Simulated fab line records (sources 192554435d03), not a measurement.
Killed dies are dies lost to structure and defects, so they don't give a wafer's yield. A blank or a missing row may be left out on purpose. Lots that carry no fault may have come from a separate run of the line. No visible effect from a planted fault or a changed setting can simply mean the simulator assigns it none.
Matching of chambers / flow n5 finfet / N5_BEOL_M2_DEP_57 on pecvd-01 has 3 sister chambers
The step deposits SiCN from 3MS/NH3, target thk 8 nm, time 14 s. 6 wafers are shown with their chamber, then 8 later ones without.

## WAFERS, EACH WITH ITS CHAMBER
wafer=L086.2; chamber=0; showerhead plenum p Torr (Torr)=3.688; throttle valve pct (%)=8.8
wafer=L086.3; chamber=2; showerhead plenum p Torr (Torr)=3.631; throttle valve pct (%)=8.3
wafer=L086.4; chamber=0; showerhead plenum p Torr (Torr)=3.684; throttle valve pct (%)=9.1
wafer=L086.5; chamber=1; showerhead plenum p Torr (Torr)=3.653; throttle valve pct (%)=8.6
wafer=L086.6; chamber=2; showerhead plenum p Torr (Torr)=3.629; throttle valve pct (%)=8.5
wafer=L087.3; chamber=1; showerhead plenum p Torr (Torr)=3.665; throttle valve pct (%)=8.5

## WAFERS WITH NO CHAMBER GIVEN
wafer=L087.4; showerhead plenum p Torr (Torr)=3.657; throttle valve pct (%)=8.6
wafer=L087.6; showerhead plenum p Torr (Torr)=3.678; throttle valve pct (%)=8.8
wafer=L090.2; showerhead plenum p Torr (Torr)=3.689; throttle valve pct (%)=9.0
wafer=L090.3; showerhead plenum p Torr (Torr)=3.629; throttle valve pct (%)=8.4
wafer=L090.5; showerhead plenum p Torr (Torr)=3.660; throttle valve pct (%)=8.8
wafer=L093.2; showerhead plenum p Torr (Torr)=3.631; throttle valve pct (%)=8.5
wafer=L093.4; showerhead plenum p Torr (Torr)=3.668; throttle valve pct (%)=8.7
wafer=L093.6; showerhead plenum p Torr (Torr)=3.685; throttle valve pct (%)=9.1

## CHAMBER TAKEN BY EACH
wafer=L087.4; from the rows above=1; in truth=1
wafer=L087.6; from the rows above=0; in truth=0
wafer=L090.2; from the rows above=0; in truth=0
wafer=L090.3; from the rows above=2; in truth=2
wafer=L090.5; from the rows above=1; in truth=1
wafer=L093.2; from the rows above=2; in truth=2
wafer=L093.4; from the rows above=can't be placed: 1 or 0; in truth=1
wafer=L093.6; from the rows above=0; in truth=0
Correct placement for 7 of the 8. Not placeable from these rows: 1 (in 1, the candidates include the true chamber). 0 placed wrongly.
How it was worked out, from the rows above alone: a wafer's distance from a chamber is the root of the sum, over the readings, of the square of ((its reading less the chamber's mean) divided by the reading's scatter). The wafer belongs to the nearest chamber; if the next one is less than 2 further off, it can't be placed. Each chamber's mean is taken over the wafers shown for it. The scatter is the square root of a quotient: the sum, over the shown wafers, of each reading's squared deviation from its chamber's mean, divided by wafers minus chambers.
